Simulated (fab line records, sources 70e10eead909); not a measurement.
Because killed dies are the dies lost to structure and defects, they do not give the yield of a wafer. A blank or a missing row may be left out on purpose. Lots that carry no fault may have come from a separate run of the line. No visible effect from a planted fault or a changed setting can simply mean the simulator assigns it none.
Matching of chambers    flow nand-harc    NHARC_THIN_TSV_CMP_01 on cmp-04 has 4 sister chambers
The step polishes. 4 wafers are shown with their chamber, then 8 later ones without.

== WAFERS WITH THEIR CHAMBER ==
wafer   chamber  motor-current-A (A)
L919.1  3        10.0
L919.2  1        12.1
L919.3  0        10.4
L922.4  2        13.9

== WAFERS WITHOUT THEIR CHAMBER ==
wafer   motor-current-A (A)
L922.5  10.1
L922.6  12.5
L926.2  9.4
L926.3  12.2
L926.4  13.0
L927.3  12.3
L927.4  11.1
L927.5  13.9

== WHICH CHAMBER EACH ONE RAN IN ==
wafer   from the rows above           in truth
L922.5  can't be placed: 3 or 0       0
L922.6  1                             1
L926.2  can't be placed: 3 or 0       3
L926.3  1                             1
L926.4  can't be placed: 1 or 2       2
L927.3  1                             1
L927.4  can't be placed: 0 or 1 or 3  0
L927.5  2                             2
Placed correctly: 4 of 8. Cannot be placed on the basis of these rows: 4; the candidates contain the true chamber in 4. 0 placed wrongly.
How it was worked out, from the rows above alone: a wafer's distance from a chamber is the root of the sum, over the readings, of the square of ((its reading less the chamber's mean) divided by the reading's scatter). If the next closest chamber is less than 2 further off than the closest, the wafer can't be placed; otherwise it belongs to the closest. A chamber's mean is the mean of its shown wafers. The scatter: with one shown wafer a chamber, the root of the mean of the squares of how far each hidden wafer lies from its nearest shown one.
